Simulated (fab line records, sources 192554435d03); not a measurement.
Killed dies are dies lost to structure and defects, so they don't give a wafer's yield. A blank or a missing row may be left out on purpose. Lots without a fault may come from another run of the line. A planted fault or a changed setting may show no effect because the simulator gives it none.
Split-lot experiment | flow n5_finfet | 7 lots, 21 wafers read, on a route of 1938 steps

THE SPLIT
At N5_SD_EPI_N_EPI_21 (deposits Si:P, time 690 s), the setting time_s was moved away from the recipe's 690 s on 5 of the 21 wafers read, by -14.1% to +17.7%. The other wafers ran this setting at the recipe's value.

FROM THE SPLIT TO THE READING: what the file shows between them, 9 steps
- N5_SD_EPI_N_EPI_MEAS_23
- N5_SD_EPI_N_PRECLEAN_24: cleans in O3/DIW, time 60 s
- N5_SD_EPI_N_SRD_25: time 30 s
- N5_SD_EPI_P_EPI_21: deposits SiGe:B, time 355 s
- N5_SD_EPI_P_HM_STRIP_48: strips SiNx in H3PO4, material SiNx, target depth 3 nm
- N5_SD_EPI_P_SRD_49: time 30 s
- N5_SD_EPI_P_PRECLEAN_24: cleans in O3/DIW, time 45 s
- N5_SD_ACTIVATION_RTA_00: time 0 s
- N5_SD_ACTIVATION_LSA_01: time 0.0008 s

THE READING
RS_SD_N, in ohm/sq, at N5_SD_ACTIVATION_RS_MEAS_03 (measures by four-point-probe). Fault-free wafers of this fab line usually give 21.87 ohm/sq, standard deviation 0.27 ohm/sq.

wafer  | tool, chamber at the split | time_s as run, s | against the recipe | RS_SD_N, ohm/sq | against lot-mates on the recipe
L074.4 | epi_rpcvd-04, 0            | 593.9            | -13.9%             | 24.50           | +2.67
L074.5 | epi_rpcvd-04, 0            | 690              | recipe             | 21.84           | -
L074.6 | epi_rpcvd-04, 0            | 690              | recipe             | 21.82           | -
L076.2 | epi_rpcvd-02, 0            | 690              | recipe             | 22.10           | -
L076.3 | epi_rpcvd-02, 0            | 812              | +17.7%             | 19.71           | -2.23
L076.6 | epi_rpcvd-02, 0            | 690              | recipe             | 21.79           | -
L080.3 | epi_rpcvd-03, 0            | 690              | recipe             | 22.24           | -
L080.4 | epi_rpcvd-03, 0            | 690              | recipe             | 22.32           | -
L080.6 | epi_rpcvd-03, 0            | 690              | recipe             | 22.42           | -
L086.1 | epi_rpcvd-04, 0            | 690              | recipe             | 21.87           | -
L086.3 | epi_rpcvd-04, 0            | 690              | recipe             | 21.65           | -
L086.6 | epi_rpcvd-04, 0            | 592.5            | -14.1%             | 24.36           | +2.60
L087.2 | epi_rpcvd-02, 0            | 690              | recipe             | 21.93           | -
L087.5 | epi_rpcvd-02, 0            | 690              | recipe             | 21.74           | -
L087.6 | epi_rpcvd-02, 0            | 690              | recipe             | 21.94           | -
L089.4 | epi_rpcvd-04, 0            | 650.4            | -5.7%              | 22.72           | +0.52
L089.5 | epi_rpcvd-04, 0            | 690              | recipe             | 22.18           | -
L089.6 | epi_rpcvd-04, 0            | 690              | recipe             | 22.23           | -
L096.1 | epi_rpcvd-03, 0            | 690              | recipe             | 21.71           | -
L096.2 | epi_rpcvd-03, 0            | 690              | recipe             | 21.56           | -
L096.5 | epi_rpcvd-03, 0            | 638.7            | -7.4%              | 22.90           | +1.27

THE FIT
A straight line over all 21 wafers: RS_SD_N changes by -0.15 ohm/sq for each +1% of time_s; r = -0.96; the points scatter about the line by 0.28 ohm/sq.
The same after taking each lot's own level away (the mean of its wafers on the recipe; 21 wafers): -0.157 ohm/sq for each +1%; r = -0.98; scatter 0.22 ohm/sq.
On that fit, the largest move of time_s shifts the reading by 2.8 ohm/sq.
The lots' own levels span 21.635 to 22.327 ohm/sq, that is 2.6 times the standard deviation above.
So the lot-to-lot level changes the slope little: the two slopes agree.
Check: with one of the wafers moved furthest among these (+17.7%) left out of the fit, the line predicts -3.22 ohm/sq for it against its lot-mates. It came out at -2.23 ohm/sq against them.

OTHER SPLITS ON THESE WAFERS
These wafers also went through other splits before the reading. Each is held against what the fit with the lots' levels taken away leaves over:
other split on the same wafers  | wafers away from the commonest value | r with RS_SD_N (lot level and that fit taken away)
N5_DUMMY_GATE_EXPOSE_12 dose_mj | 5                                    | -0.36

THE WHOLE CHAIN: every reading that the file lists as answering this split, in the file's order
step                        | what it does                                           | reading                                                                         | change (the file's fit)               | r (the file's)
N5_SD_EPI_N_EPI_21          | deposits Si:P, time 690 s                              | Si-P_of_SD_EPI_N_EPI_21.thk_nm (the simulator's own value, which no gauge read) | +0.413 nm for each +1% of the setting | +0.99
N5_SD_EPI_N_EPI_MEAS_23     |                                                        | thk_nm                                                                          | withheld for each +1% of the setting  | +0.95
N5_SD_EPI_P_HM_STRIP_48     | strips SiNx in H3PO4, material SiNx, target depth 3 nm | Si-P_of_SD_EPI_N_EPI_21.thk_nm (the simulator's own value, which no gauge read) | +0.404 nm for each +1% of the setting | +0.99
N5_SD_ACTIVATION_RS_MEAS_03 | measures by four-point-probe                           | RS_SD_N                                                                         | -0.158 for each +1% of the setting    | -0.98

THE FILE'S OWN FIT
RS_SD_N changes by -0.158 ohm/sq for each +1% of time_s, r = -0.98.
